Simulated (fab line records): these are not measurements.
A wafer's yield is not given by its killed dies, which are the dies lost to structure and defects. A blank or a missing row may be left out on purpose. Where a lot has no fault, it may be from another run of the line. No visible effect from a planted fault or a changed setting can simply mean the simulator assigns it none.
Matching of chambers + flow n5 finfet + N5_BEOL_M0_STRIP_140 on rie diel-04 has 4 sister chambers
The step strips in CF4. 4 wafers are shown with their chamber, then 8 later ones without.

## EACH WAFER AND ITS CHAMBER
| wafer  | chamber | showerhead plenum p Torr (Torr) |
|--------|---------|---------------------------------|
| L087.1 | 3       | 1.90                            |
| L088.5 | 2       | 1.69                            |
| L088.6 | 1       | 1.82                            |
| L091.3 | 0       | 1.78                            |

## WAFERS MISSING THEIR CHAMBER
| wafer  | showerhead plenum p Torr (Torr) |
|--------|---------------------------------|
| L091.4 | 1.89                            |
| L091.6 | 1.69                            |
| L095.1 | 1.69                            |
| L095.4 | 1.81                            |
| L095.5 | 1.69                            |
| L097.1 | 1.89                            |
| L097.5 | 1.81                            |
| L097.6 | 1.78                            |

## WHICH CHAMBER EACH ONE RAN IN
| wafer  | from the rows above | in truth |
|--------|---------------------|----------|
| L091.4 | 3                   | 3        |
| L091.6 | 2                   | 2        |
| L095.1 | 2                   | 2        |
| L095.4 | 1                   | 1        |
| L095.5 | 2                   | 2        |
| L097.1 | 3                   | 3        |
| L097.5 | 1                   | 1        |
| L097.6 | 0                   | 0        |
Placed correctly: 8 of 8. Left unplaced by these rows: 0. Placed wrongly: 0.
How it was worked out, from the rows above alone: a wafer's distance from a chamber is the root of the sum, over the readings, of the square of ((its reading less the chamber's mean) divided by the reading's scatter). If the next closest chamber is less than 2 further off than the closest, the wafer can't be placed; otherwise it belongs to the closest. For every chamber, the mean is computed from those of its wafers that are shown. The scatter: with one shown wafer a chamber, the root of the mean of the squares of how far each hidden wafer lies from its nearest shown one.
